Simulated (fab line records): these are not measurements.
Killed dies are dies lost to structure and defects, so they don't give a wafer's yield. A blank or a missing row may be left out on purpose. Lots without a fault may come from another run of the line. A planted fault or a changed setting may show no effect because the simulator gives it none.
Split-lot trial -- flow n5 finfet -- 7 lots, 39 wafers read, on a route of 1938 steps

## ON THE SPLIT
At N5_SD_EPI_P_DESCUM_14 (chemistry O2, time 7.9 s), the setting time s was moved away from the recipe's 7.9 s on 18 of the 39 wafers read, by -49.8% to +44.2%. This setting was run at the recipe's value on the other wafers.

The file shows no step between the split and the reading.

## THE READING
CAR-ArF-block_of_SD_EPI_P_COAT_03.thk nm (the simulator's own value, which no gauge read), in nm, at N5_SD_EPI_P_ETCH_36 (etches SiARC in CF4, target depth 45.5 nm, time 75.8 s). No usual value for it is given in the file. Here, 21 wafers ran the recipe; their average is 111.0 nm with a standard deviation of 0.32 nm.

wafer,"tool, chamber at the split","time s as run, s",against the recipe,"CAR-ArF-block_of_SD_EPI_P_COAT_03.thk nm, nm",against lot-mates on the recipe
L074.1,"rie diel-05, 0",4.505,-43.0%,113.2,+2.3
L074.2,"rie diel-05, 3",7.9,recipe,110.8,-
L074.6,"rie diel-05, 2",7.9,recipe,110.8,-
L074.3,"rie diel-05, 2",7.9,recipe,111.2,-
L074.4,"rie diel-05, 1,3",4.505,-43.0%,113,+2.1
L074.5,"rie diel-05, 1,3",4.505,-43.0%,113,+2.1
L078.1,"rie diel-06, 3",7.9,recipe,110.8,-
L078.4,"rie diel-06, 2",7.9,recipe,110.8,-
L078.6,"rie diel-06, 3",7.9,recipe,110.6,-
L079.1,"rie diel-05, 1",11.39,+44.2%,108.8,-2.4
L079.2,"rie diel-05, 2,3",7.9,recipe,111,-
L079.6,"rie diel-05, 2,3",7.9,recipe,111,-
L079.3,"rie diel-05, 0",7.9,recipe,111.6,-
L079.4,"rie diel-05, 3",11.39,+44.2%,109.4,-1.8
L079.5,"rie diel-05, 2",11.39,+44.2%,108.6,-2.6
L080.1,"rie diel-05, 2",7.9,recipe,110.6,-
L080.2,"rie diel-05, 1,0",7.9,recipe,111,-
L080.6,"rie diel-05, 1,0",7.9,recipe,111,-
L080.3,"rie diel-05, 0",4.789,-39.4%,113.2,+2.3
L080.4,"rie diel-05, 1,2",4.789,-39.4%,112.8,+1.9
L080.5,"rie diel-05, 1,2",4.789,-39.4%,113,+2.1
L085.1,"rie diel-02, 3,1",5.052,-36.1%,112.2,+1.2
L085.4,"rie diel-02, 2",5.052,-36.1%,112.2,+1.2
L085.6,"rie diel-02, 3,1",5.052,-36.1%,112.2,+1.2
L085.2,"rie diel-02, 1",7.9,recipe,110.8,-
L085.3,"rie diel-02, 2",7.9,recipe,111.2,-
L085.5,"rie diel-02, 3",7.9,recipe,111,-
L091.1,"rie diel-02, 2,1,2",7.9,recipe,110.8,-
L091.2,"rie diel-02, 2,1,2",7.9,recipe,110.6,-
L091.6,"rie diel-02, 2,1,2",7.9,recipe,110.6,-
L091.3,"rie diel-02, 3,0,3",3.969,-49.8%,113,+2.3
L091.4,"rie diel-02, 3,0,3",3.969,-49.8%,113.2,+2.5
L091.5,"rie diel-02, 3,0,3",3.969,-49.8%,113.2,+2.5
L093.1,"rie diel-06, 2,3",7.9,recipe,111.4,-
L093.2,"rie diel-06, 0",11.38,+44.1%,108.8,-2.7
L093.3,"rie diel-06, 1",11.38,+44.1%,109,-2.5
L093.4,"rie diel-06, 2,3",7.9,recipe,111.6,-
L093.6,"rie diel-06, 0",7.9,recipe,111.6,-
L093.5,"rie diel-06, 1",11.38,+44.1%,109.2,-2.3
When a row names more than one chamber, that row covers several wafers, and the file does not tell which wafer ran in which chamber.

THE FIT
A straight line over all 39 wafers: CAR-ArF-block_of_SD_EPI_P_COAT_03.thk nm changes by -0.045 nm for each +1% of time s; r = -0.97; the points scatter about the line by 0.31 nm.
The same after taking each lot's own level away (the mean of its wafers on the recipe; 39 wafers): -0.0505 nm for each +1%; r = -0.98; scatter 0.26 nm.
According to that fit, moving time s by its largest amount changes the reading by 2.5 nm.
Across the lots, their own levels run from 110.67 to 111.53 nm, a range of 2.7 times the standard deviation given above.
So the lot-to-lot level changes the slope: the two fits differ.
Check: for one of the wafers moved furthest among these (-49.8%), held out of the fit, the line's prediction against its lot-mates is +2.45 nm. Against them it came out at +2.33 nm.

## THE OTHER SPLITS THESE WAFERS WENT THROUGH
Note: prior to the reading, these wafers also went through further splits. Each is held against what the fit with the lots' levels taken away leaves over:
other split on the same wafers,wafers away from the commonest value,r with CAR-ArF-block_of_SD_EPI_P_COAT_03.thk nm (lot level and that fit taken away)
N5_FIN_SAQP_HM_DEP_72 time s,15,-0.17

## THE WHOLE CHAIN: every reading that the file lists as answering this split, in the file's order
step,what it does,reading,change (the file's fit),r (the file's)
N5_SD_EPI_P_DESCUM_14,"chemistry O2, time 7.9 s","CAR-ArF-block_of_SD_EPI_P_COAT_03.thk nm (the simulator's own value, which no gauge read)",-0.0487 nm for each +1% of the setting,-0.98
N5_SD_EPI_P_ETCH_36,"etches SiARC in CF4, target depth 45.5 nm, time 75.8 s","CAR-ArF-block_of_SD_EPI_P_COAT_03.thk nm (the simulator's own value, which no gauge read)",-0.05 nm for each +1% of the setting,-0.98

## FILE'S OWN FIT
CAR-ArF-block_of_SD_EPI_P_COAT_03.thk nm changes by -0.05 nm for each +1% of time s, r = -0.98.
